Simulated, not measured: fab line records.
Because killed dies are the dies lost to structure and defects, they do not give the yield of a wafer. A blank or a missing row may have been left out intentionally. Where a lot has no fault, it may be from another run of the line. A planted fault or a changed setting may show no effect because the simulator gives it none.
fab line records | flow nandHarc
[record] lots = 6 wafers = 18 lastDay = 34
route steps=1302 shown A_SOURCE_PLATE@416 A_ONON_D1@424
lots with no fault: from the same line, run without faults
startH: hours from the record's first day to the start of the lot's first wafer shown | waitH: hours elapsed since this lot's preceding step | " identical to the entry in the row above | L1.1+2: a row that stands for several wafers | - either no value or no given start | * or withheld: withheld | < > ~ a bound
route shown NAME@n: a module of which the file shows steps, and the number in the route of the first | usual: mean/standard deviation taken from wafers without a fault | same: alike in all rows | chamber/n: place in a boat | sites: readings site by site | _std_site: how widely they spread, as a standard deviation | _edge_site: inner sites' mean taken away from outer sites' mean | radiusMm: for every site, how far away it sits from the centre of the wafer | mask NAME#n: copy n | behind: the tool/chamber that last shaped the wafer | hold: the reason the lot was held/the length of the hold in hours/how it ended | device: whichever transistor did not switch (one of n, p or np) | end of line: the tests these same wafers got at the end of their route | a step without rows: its recipe alone | killed: not the wafer's yield, but the dies lost to structure and defects at the first sort | map: shows each die of a wafer: x if killed, . if not, _ if none is there
set.NAME: the setting the step ran with; set.NAME@STEP: the setting that earlier step ran with | model.NAME: the simulator's own value behind a step, which no gauge read
lots seen at some steps along the route; tables by step, rows by wafer
services: from which hour (startH, from the record's first day; less than 0 if before it) a tool's chamber was out of use, for how many hours, and why
[[steps]]
[step NHARC_A_SOURCE_PLATE_THK_MEAS_09]
[recipe] thkMeasGauge = ellipsometry
[usual] thkNm = 9.7/1
// columns lot.wafer tool chamber startH waitH thkNm
L936.1 filmMetro-02 - 203.32 0.4 9.2
L936.3 " - " " 8.7
L936.5 " - " " 10.5
L945.1 filmMetro-01 - 288.57 0.4 10.0
L945.4 " - " " 10.4
L945.6 " - " " 9.0
L946.1 filmMetro-02 - 292.97 0.4 10.8
L946.3 " - " " 9.8
L946.5 " - " " 10.0
L950.2 filmMetro-02 - 339.63 0.4 9.7
L950.4 " - " " 9.6
L950.5 " - " " 10.7
L952.2 filmMetro-02 - 356.43 0.4 9.9
L952.4 " - " " 10.0
L952.5 " - " " 11.7
L954.2 filmMetro-01 - 381.23 0.4 10.3
L954.4 " - " " 9.4
L954.6 " - " " 9.2
[step NHARC_A_SOURCE_PLATE_PVD_04]
[recipe] targetThkA = 500 material = WSi2
[step NHARC_A_SOURCE_PLATE_CVD_03]
[recipe] targetThkA = 2000 tempC = 620 pressureMtorr = 200 timeS = 4000 material = poly-Si
[step NHARC_A_SOURCE_PLATE_ANNEAL_05]
[recipe] tempC = 850 timeS = 1800
[step NHARC_A_SOURCE_PLATE_THK_MEAS_06]
[recipe] thkMeasGauge = ellipsometry
[usual] thkNm = 199.9/2.2
// columns lot.wafer tool chamber startH waitH thkNm
L936.1 filmMetro-01 - 215.75 0.4 197.5
L936.3 " - " " 197.6
L936.5 " - " " 198.3
L945.1 filmMetro-01 - 301.10 0.4 199.5
L945.4 " - " " 199.7
L945.6 " - " " 198.3
L946.1 filmMetro-02 - 305.45 0.4 197.9
L946.3 " - " " 198.4
L946.5 " - " " 199.2
L950.2 filmMetro-01 - 354.88 0.4 200.6
L950.4 " - " " 199.7
L950.5 " - " " 197.4
L952.2 filmMetro-02 - 369.54 0.4 202.9
L952.4 " - " " 200.9
L952.5 " - " " 201.3
L954.2 filmMetro-02 - 393.72 0.4 200.7
L954.4 " - " " 201.2
L954.6 " - " " 200.6
[step NHARC_A_SOURCE_PLATE_INSPECT_08]
[usual] rawDefectCount = 59/23
// columns lot.wafer tool chamber startH waitH rawDefectCount
L936.1 defectInspect-01 - 215.81 0.0 107
L936.3 " - " " 87
L936.5 " - " " 108
L945.1 defectInspect-02 - 301.16 0.0 25
L945.4 " - " " 46
L945.6 " - " " 41
L946.1 defectInspect-01 - 305.51 0.0 46
L946.3 " - " " 84
L946.5 " - " " 134
L950.2 defectInspect-02 - 354.98 0.0 56
L950.4 " - " " 65
L950.5 " - " " 55
L952.2 defectInspect-02 - 369.60 0.0 91
L952.4 " - " " 33
L952.5 " - " " 47
L954.2 defectInspect-01 - 393.78 0.0 39
L954.4 " - " " 60
L954.6 " - " " 70
[step NHARC_A_ONON_D1_DEP_00]
[recipe] targetThkA = 10000 n2FlowSccm = 2750 n2oFlowSccm = 2000 nh3FlowSccm = 500 sih4FlowSccm = 210 tempC = 400
[step NHARC_A_ONON_D1_THK_MEAS_02]
[recipe] thkMeasGauge = ellipsometry
[usual] thkNm = 998/9.6
// columns lot.wafer tool chamber startH waitH thkNm
L936.1 filmMetro-02 - 216.40 - 997
L936.3 " - " " 997
L936.5 " - " " 997
L945.1 filmMetro-01 - 301.74 - 1007
L945.4 " - " " 1007
L945.6 " - " " 1007
L946.1 filmMetro-01 - 306.08 - 1014
L946.3 " - " " 1013
L946.5 " - " " 1011
L950.2 filmMetro-01 - 355.56 - 1001
L950.4 " - " " 1003
L950.5 " - " " 1002
L952.2 filmMetro-01 - 370.17 - 999
L952.4 " - " " 999
L952.5 " - " " 1000
L954.2 filmMetro-01 - 394.35 - 1005
L954.4 " - " " 1005
L954.6 " - " " 1004
[step NHARC_A_ONON_D1_DEP_03]
[recipe] targetThkA = 10000 n2FlowSccm = 2750 n2oFlowSccm = 2000 nh3FlowSccm = 500 sih4FlowSccm = 210 tempC = 400
[step NHARC_A_ONON_D1_THK_MEAS_05]
[recipe] thkMeasGauge = ellipsometry
[usual] thkNm = 1002/8.7
// columns lot.wafer tool chamber startH waitH thkNm
L936.1 filmMetro-02 - 216.96 - 995
L936.3 " - " " 995
L936.5 " - " " 995
L945.1 filmMetro-02 - 302.31 - 1000
L945.4 " - " " 1002
L945.6 " - " " 998
L946.1 filmMetro-01 - 306.65 - 1000
L946.3 " - " " 1000
L946.5 " - " " 1001
L950.2 filmMetro-02 - 356.13 - 1022
L950.4 " - " " 1019
L950.5 " - " " 1021
L952.2 filmMetro-01 - 370.74 - 996
L952.4 " - " " 996
L952.5 " - " " 996
L954.2 filmMetro-01 - 394.91 - 996
L954.4 " - " " 996
L954.6 " - " " 994
[step NHARC_A_ONON_D1_DEP_06]
[recipe] targetThkA = 10000 n2FlowSccm = 2750 n2oFlowSccm = 2000 nh3FlowSccm = 500 sih4FlowSccm = 210 tempC = 400
// columns lot.wafer tool chamber startH waitH
L936.1+3+5 pecvdOnon-01 0 217.02 0.1
L945.1+4+6 pecvdOnon-03 0 302.37 0.1
L946.1+3+5 pecvdOnon-03 0 306.70 0.1
L950.2+4+5 pecvdOnon-01 0 356.24 0.1
L952.2+4+5 pecvdOnon-01 0 370.85 0.1
L954.2+4+6 pecvdOnon-03 0 395.03 0.1
[step NHARC_A_ONON_D1_THK_MEAS_08]
[recipe] thkMeasGauge = ellipsometry
[usual] thkNm = 1004/11
// columns lot.wafer tool chamber startH waitH thkNm
L936.1 filmMetro-02 - 217.53 - 1027
L936.3 " - " " 1026
L936.5 " - " " 1025
L945.1 filmMetro-02 - 302.88 - 994
L945.4 " - " " 995
L945.6 " - " " 725
L946.1 filmMetro-02 - 307.21 - 991
L946.3 " - " " 992
L946.5 " - " " 724
L950.2 filmMetro-02 - 356.69 - 1001
L950.4 " - " " 999
L950.5 " - " " 1001
L952.2 filmMetro-02 - 371.31 - 994
L952.4 " - " " 994
L952.5 " - " " 993
L954.2 filmMetro-02 - 395.48 - 1014
L954.4 " - " " 1014
L954.6 " - " " 1016
[step NHARC_A_ONON_D1_DEP_09]
[recipe] targetThkA = 10000 n2FlowSccm = 2750 n2oFlowSccm = 2000 nh3FlowSccm = 500 sih4FlowSccm = 210 tempC = 400
[[services]]
// columns tool chamber startH hours kind
pecvdOnon-03 - 227.39 13.0 pm
pecvdOnon-01 - 269.64 13.0 pm
[[key]]
[firstSign] step = NHARC_A_ONON_D1_THK_MEAS_08 reading = thkNm direction = down sigmas = 26 usual = 1004 struck = 725
effect none on later readings
metAt NHARC_A_ONON_D1_DEP_06
struckWafers L945.6,L946.5
sortLeftOut L945.6,L946.5
testerLeftOut L945,L946
[fault] kind = processParameterDrift tool = pecvdOnon-03 chamber = - onsetH = 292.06 steps = NHARC_A_ONON_D1_DEP_06 channel = targetThkA offset = * shape = step endH = 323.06 scope = struckWafersOnly actsIn = * stated = *
// testerLeftOut: of these lots the tester's yield and bins aren't shown, on N5 and GAA mostly nor the transistor test; their killed dies are dies lost to structure and defects alone, not to doping, threshold or leakage, so they don't give the yield
// sortLeftOut: the simulated sort isn't trusted on such a fault, so these wafers' sort isn't shown, and their yield isn't known
